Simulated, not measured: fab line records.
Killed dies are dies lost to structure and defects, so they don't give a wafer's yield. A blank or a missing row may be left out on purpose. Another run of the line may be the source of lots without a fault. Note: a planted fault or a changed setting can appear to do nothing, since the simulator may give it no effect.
Split-lot study / flow n5-finfet / on a route of 1938 steps: 7 lots, 21 wafers read

## ON THE SPLIT
At N5_SD_EPI_N_COAT_33 (time 60 s, resist thk 35 nm), the setting spin-rpm was moved away from the recipe's 1500 rpm on 10 of the 21 wafers read, by -10.6% to +5.1%. All remaining wafers had this setting at the recipe value.

The split's own step is where the reading is taken.

## THE READING
SiARC_of_SD_EPI_N_COAT_33.thk-nm (the simulator's own value, which no gauge read), in nm, at N5_SD_EPI_N_COAT_33 (time 60 s, resist thk 35 nm). The file gives no usual value for it. The 11 wafers here that ran the recipe average 35.0 nm, standard deviation 0.057 nm.

wafer=L075.4; tool, chamber at the split=litho-track-01, 0; spin-rpm as run, rpm=1432; against the recipe=-4.5%; SiARC_of_SD_EPI_N_COAT_33.thk-nm, nm=35.8; against lot-mates on the recipe=+0.8
wafer=L075.5; tool, chamber at the split=litho-track-01, 0; spin-rpm as run, rpm=1500; against the recipe=recipe; SiARC_of_SD_EPI_N_COAT_33.thk-nm, nm=35; against lot-mates on the recipe=-
wafer=L075.6; tool, chamber at the split=litho-track-01, 0; spin-rpm as run, rpm=1432; against the recipe=-4.5%; SiARC_of_SD_EPI_N_COAT_33.thk-nm, nm=36; against lot-mates on the recipe=+1.0
wafer=L079.2; tool, chamber at the split=litho-track-03, 0; spin-rpm as run, rpm=1500; against the recipe=recipe; SiARC_of_SD_EPI_N_COAT_33.thk-nm, nm=35; against lot-mates on the recipe=-
wafer=L079.3; tool, chamber at the split=litho-track-03, 0; spin-rpm as run, rpm=1414; against the recipe=-5.7%; SiARC_of_SD_EPI_N_COAT_33.thk-nm, nm=36.2; against lot-mates on the recipe=+1.2
wafer=L079.4; tool, chamber at the split=litho-track-03, 0; spin-rpm as run, rpm=1414; against the recipe=-5.7%; SiARC_of_SD_EPI_N_COAT_33.thk-nm, nm=36.2; against lot-mates on the recipe=+1.2
wafer=L082.1; tool, chamber at the split=litho-track-05, 0; spin-rpm as run, rpm=1500; against the recipe=recipe; SiARC_of_SD_EPI_N_COAT_33.thk-nm, nm=35; against lot-mates on the recipe=-
wafer=L082.3; tool, chamber at the split=litho-track-05, 0; spin-rpm as run, rpm=1500; against the recipe=recipe; SiARC_of_SD_EPI_N_COAT_33.thk-nm, nm=35; against lot-mates on the recipe=-
wafer=L082.4; tool, chamber at the split=litho-track-05, 0; spin-rpm as run, rpm=1341; against the recipe=-10.6%; SiARC_of_SD_EPI_N_COAT_33.thk-nm, nm=37; against lot-mates on the recipe=+2.0
wafer=L083.3; tool, chamber at the split=litho-track-05, 0; spin-rpm as run, rpm=1577; against the recipe=+5.1%; SiARC_of_SD_EPI_N_COAT_33.thk-nm, nm=34.2; against lot-mates on the recipe=no lot-mate on the recipe
wafer=L083.5; tool, chamber at the split=litho-track-05, 0; spin-rpm as run, rpm=1577; against the recipe=+5.1%; SiARC_of_SD_EPI_N_COAT_33.thk-nm, nm=34.2; against lot-mates on the recipe=no lot-mate on the recipe
wafer=L083.6; tool, chamber at the split=litho-track-05, 0; spin-rpm as run, rpm=1577; against the recipe=+5.1%; SiARC_of_SD_EPI_N_COAT_33.thk-nm, nm=34.2; against lot-mates on the recipe=no lot-mate on the recipe
wafer=L086.1; tool, chamber at the split=litho-track-05, 0; spin-rpm as run, rpm=1500; against the recipe=recipe; SiARC_of_SD_EPI_N_COAT_33.thk-nm, nm=35; against lot-mates on the recipe=-
wafer=L086.3; tool, chamber at the split=litho-track-05, 0; spin-rpm as run, rpm=1500; against the recipe=recipe; SiARC_of_SD_EPI_N_COAT_33.thk-nm, nm=35; against lot-mates on the recipe=-
wafer=L086.5; tool, chamber at the split=litho-track-05, 0; spin-rpm as run, rpm=1500; against the recipe=recipe; SiARC_of_SD_EPI_N_COAT_33.thk-nm, nm=34.8; against lot-mates on the recipe=-
wafer=L092.1; tool, chamber at the split=litho-track-05, 0; spin-rpm as run, rpm=1401; against the recipe=-6.6%; SiARC_of_SD_EPI_N_COAT_33.thk-nm, nm=36.2; against lot-mates on the recipe=+1.2
wafer=L092.3; tool, chamber at the split=litho-track-05, 0; spin-rpm as run, rpm=1401; against the recipe=-6.6%; SiARC_of_SD_EPI_N_COAT_33.thk-nm, nm=36; against lot-mates on the recipe=+1.0
wafer=L092.4; tool, chamber at the split=litho-track-05, 0; spin-rpm as run, rpm=1500; against the recipe=recipe; SiARC_of_SD_EPI_N_COAT_33.thk-nm, nm=35; against lot-mates on the recipe=-
wafer=L094.1; tool, chamber at the split=litho-track-05, 0; spin-rpm as run, rpm=1500; against the recipe=recipe; SiARC_of_SD_EPI_N_COAT_33.thk-nm, nm=35; against lot-mates on the recipe=-
wafer=L094.4; tool, chamber at the split=litho-track-05, 0; spin-rpm as run, rpm=1500; against the recipe=recipe; SiARC_of_SD_EPI_N_COAT_33.thk-nm, nm=35; against lot-mates on the recipe=-
wafer=L094.6; tool, chamber at the split=litho-track-05, 0; spin-rpm as run, rpm=1500; against the recipe=recipe; SiARC_of_SD_EPI_N_COAT_33.thk-nm, nm=35; against lot-mates on the recipe=-

THE FIT
A straight line over all 21 wafers: SiARC_of_SD_EPI_N_COAT_33.thk-nm changes by -0.179 nm for each +1% of spin-rpm; r = -0.99; the points scatter about the line by 0.1 nm.
The same after taking each lot's own level away (the mean of its wafers on the recipe; 18 wafers): -0.187 nm for each +1%; r = -0.99; scatter 0.094 nm.
According to that fit, moving spin-rpm by its largest amount changes the reading by 2 nm.
The lots' own levels span 34.93 to 35.00 nm, that is 1.2 times the standard deviation above.
So the lot-to-lot level changes the slope little: the two slopes agree.
Check: +1.99 nm against its lot-mates is what the line predicts for one of the wafers moved furthest among these (-10.6%) when that wafer is left out of the fit. Against them it came out at +2 nm.

## ADDITIONAL SPLITS CARRIED BY THESE WAFERS
Other splits were also applied to these wafers ahead of the reading. Each is held against what the fit with the lots' levels taken away leaves over:
other split on the same wafers=N5_ZERO_LAYER_EXPOSE_08 dose-mj; wafers away from the commonest value=9; r with SiARC_of_SD_EPI_N_COAT_33.thk-nm (lot level and that fit taken away)=+0.03
other split on the same wafers=N5_WELL_APT_PEB_06 peb-time-s; wafers away from the commonest value=6; r with SiARC_of_SD_EPI_N_COAT_33.thk-nm (lot level and that fit taken away)=+0.42
other split on the same wafers=N5_WELL_APT_DESCUM_13 time-s; wafers away from the commonest value=12; r with SiARC_of_SD_EPI_N_COAT_33.thk-nm (lot level and that fit taken away)=-0.06
other split on the same wafers=N5_FIN_CUT_COAT_19 spin-rpm; wafers away from the commonest value=4; r with SiARC_of_SD_EPI_N_COAT_33.thk-nm (lot level and that fit taken away)=+0.21
other split on the same wafers=N5_DUMMY_GATE_COAT_09 spin-rpm; wafers away from the commonest value=8; r with SiARC_of_SD_EPI_N_COAT_33.thk-nm (lot level and that fit taken away)=-0.26

## FILE'S OWN FIT
SiARC_of_SD_EPI_N_COAT_33.thk-nm changes by -0.188 nm for each +1% of spin-rpm, r = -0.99.
